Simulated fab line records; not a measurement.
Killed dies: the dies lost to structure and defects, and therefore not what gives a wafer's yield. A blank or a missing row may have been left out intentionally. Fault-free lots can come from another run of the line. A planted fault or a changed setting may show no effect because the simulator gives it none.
Comparing a struck lot with a sound one | flow nand_harc | 13 steps out of a route of 1302
Sound: wafers L454.3, L454.5, L454.6. Wafers struck: L456.2, L456.4, L456.6. The cause is named last.
Per side, at each step with rows, come the tool, then ch with its chambers, and then its first start. Under that, the readings that differ: sound wafers | struck wafers | difference of the means | sigmas: that difference in standard deviations of wafers without a fault.
alike: a reading whose means differ by less than 2 such deviations, as well as words and numbers matching on both sides. not compared: withheld readings; readings where some wafer has no value; bounds like >300 that might hide an equal value; numbers whose values overlap and for which the record gives no deviation.
Wherever a step has rows on one side only, a row that says differs or no value, or a row with sigmas, the two part there. Numbers that don't overlap but have no deviation are shown without sigmas and don't part them. A reading that every wafer of one side lacks parts them only if that side has two wafers or more.

NHARC_A_ONON_D1_THK_MEAS_21: measures by ellipsometry.
  sound: film_metro-02 at day 10 22:47; struck: film_metro-02 at day 11 21:52
  alike: thk_nm
after that, 1 step with no rows for these wafers: NHARC_A_ONON_D1_DEP_22 (target thk 1000 nm).
NHARC_A_ONON_D1_THK_MEAS_24: measures by ellipsometry.
  sound: film_metro-01 at day 10 23:21; struck: film_metro-02 at day 11 22:26
  alike: thk_nm
after that, 1 step with no rows for these wafers: NHARC_A_ONON_D1_DEP_25 (target thk 1000 nm).
NHARC_A_ONON_D1_THK_MEAS_27: measures by ellipsometry.
  sound: film_metro-01 at day 10 23:55; struck: film_metro-02 at day 11 23:02
  alike: thk_nm
after that, 1 step with no rows for these wafers: NHARC_A_ONON_D1_DEP_28 (target thk 1000 nm).
NHARC_A_ONON_D1_THK_MEAS_30: measures by ellipsometry.
  sound: film_metro-02 at day 11 00:29; struck: film_metro-02 at day 11 23:37
  reading     | sound       | struck         | difference | sigmas
  thk_nm (nm) | 980 980 981 | 1006 1004 1005 | +25        | +3
NHARC_A_ONON_D1_DEP_33: deposits SiO2, target thk 200 nm.
  sound on pecvd-03 ch 1,2, day 11 00:36; struck on pecvd-01 ch 0,1, day 11 23:45
  alike: heater_power_w, rf_fwd_power_W, susceptor_temp_C, throttle_valve_pct
NHARC_A_ONON_D1_THK_MEAS_34: measures by ellipsometry.
  sound: film_metro-02 at day 11 00:58; struck: film_metro-02 at day 12 00:05
  alike: thk_nm
NHARC_A_ONON_D1_INSPECT_32:
  sound: defect_inspect-01 at day 11 01:02; struck: defect_inspect-02 at day 12 00:08
  alike: raw_defect_count
NHARC_A_CHANNEL_HOLE_D1_DEP_00: deposits aC, target thk 3100 nm.
  sound on acl_dep-01 ch 0, day 11 01:43; struck on acl_dep-02 ch 0, day 12 00:32
  reading              | sound | struck               | difference                   | sigmas
  susceptor_temp_C (C) | - - - | 399.94 400.03 399.97 | no value on the sound wafers |
  alike: throttle_valve_pct
NHARC_A_CHANNEL_HOLE_D1_DEP_01: deposits SiON, target thk 140 nm.
  sound on pecvd-03 ch 0,1,2, day 11 02:59; struck on pecvd-03 ch 0,2, day 12 02:08
  reading            | sound             | struck            | difference | sigmas
  rf_fwd_power_W (W) | 348.2 345.7 349.9 | 404.2 403.8 404.6 | +56.3      | +51
  alike: heater_power_w, susceptor_temp_C
then, 1 step without rows for these wafers: NHARC_A_CHANNEL_HOLE_D1_DEHYDRATE_02 (time 120 s).

== WHERE THEY PART ==
Last at NHARC_A_CHANNEL_HOLE_D1_DEP_01 as far as this record goes, first at NHARC_A_ONON_D1_THK_MEAS_30.

WHY: what the simulator had put in
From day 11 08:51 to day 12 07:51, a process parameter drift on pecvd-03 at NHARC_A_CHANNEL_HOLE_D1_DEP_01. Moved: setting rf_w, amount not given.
